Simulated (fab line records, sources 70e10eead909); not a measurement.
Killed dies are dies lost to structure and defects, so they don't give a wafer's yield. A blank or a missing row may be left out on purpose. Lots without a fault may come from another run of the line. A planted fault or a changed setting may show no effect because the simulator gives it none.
A struck lot beside a sound one | flow nand_harc | 17 steps out of a route of 1159
Sound: wafers L665.1, L665.2, L665.5. Struck: wafers L678.1, L678.2, L678.4. The cause comes at the end.
At each step with rows: each side's tool, then ch and its chambers, then its first start. Under that, the readings that differ: sound wafers | struck wafers | difference of the means | sigmas: that difference in standard deviations of wafers without a fault.
alike: readings whose means differ by less than 2 such deviations, and words and numbers that are the same on both sides. not compared: withheld readings, readings that some wafer has no value for, bounds like >300 that may hide the same value, and numbers for which the record gives no deviation and whose values overlap.
The two part at a step that has a row with sigmas, a row that says differs or no value, or rows on one side only. Numbers that don't overlap but have no deviation are shown without sigmas and don't part them. A reading that every wafer of one side lacks parts them only if that side has two wafers or more.

first, 2 steps without rows for these wafers: NHARC_P_STI_SRD_39; NHARC_P_STI_OXIDE_40 (material SiO2, target thk 10 nm, ox time 1362 s).
NHARC_P_STI_INSPECT_25:
  sound on defect_inspect-02, day 4 12:38; struck on defect_inspect-01, day 7 16:51
  alike: raw_defect_count
then, 9 steps without rows for these wafers: NHARC_P_GATE_ETCH_69 (etches SiO2 in dHF, target depth 14 nm); NHARC_P_GATE_PRECLEAN_70 (cleans in SC1); NHARC_P_GATE_SRD_01; NHARC_P_GATE_OXIDE_02 (material SiO2, target thk 37.5 nm, ox time 365 s); NHARC_P_GATE_DEHYDRATE_03 (time 120 s); NHARC_P_GATE_HMDS_04 (time 30 s); NHARC_P_GATE_COAT_05; NHARC_P_GATE_SOFTBAKE_06 (time 95 s); NHARC_P_GATE_EBR_07.
NHARC_P_GATE_EXPOSE_08: exposes mask P HV.
  sound on krf_scanner-03 ch 0, day 4 20:40; struck on krf_scanner-03 ch 0, day 8 01:38
  reading              | sound                | struck                  | difference | sigmas
  mask                 | P_HV#0 P_HV#0 P_HV#0 | P_PSD#0 P_PSD#0 P_PSD#0 | differs    |
  focus_offset_nm (nm) | 1.0 0.3 0.5          | -0.3 -0.3 -0.4          | -0.9       | -2
then, 2 steps without rows for these wafers: NHARC_P_GATE_PEB_09 (peb time 85 s); NHARC_P_GATE_DEVELOP_10 (time 70 s).
NHARC_P_GATE_CD_MEAS_11: target cd 1640 nm.
  sound on cd_sem-02 ch 0, day 4 20:49; struck on cd_sem-03 ch 0, day 8 01:47
  reading    | sound                | struck | difference                    | sigmas
  cd_nm (nm) | 1640.2 1642.0 1643.5 | - - -  | no value on the struck wafers |
then, 1 step without rows for these wafers: NHARC_P_GATE_HARDBAKE_12 (time 80 s).

WHERE THEY PART
First at NHARC_P_GATE_EXPOSE_08; last, within this record, at NHARC_P_GATE_CD_MEAS_11.

WHY: what the simulator had put in
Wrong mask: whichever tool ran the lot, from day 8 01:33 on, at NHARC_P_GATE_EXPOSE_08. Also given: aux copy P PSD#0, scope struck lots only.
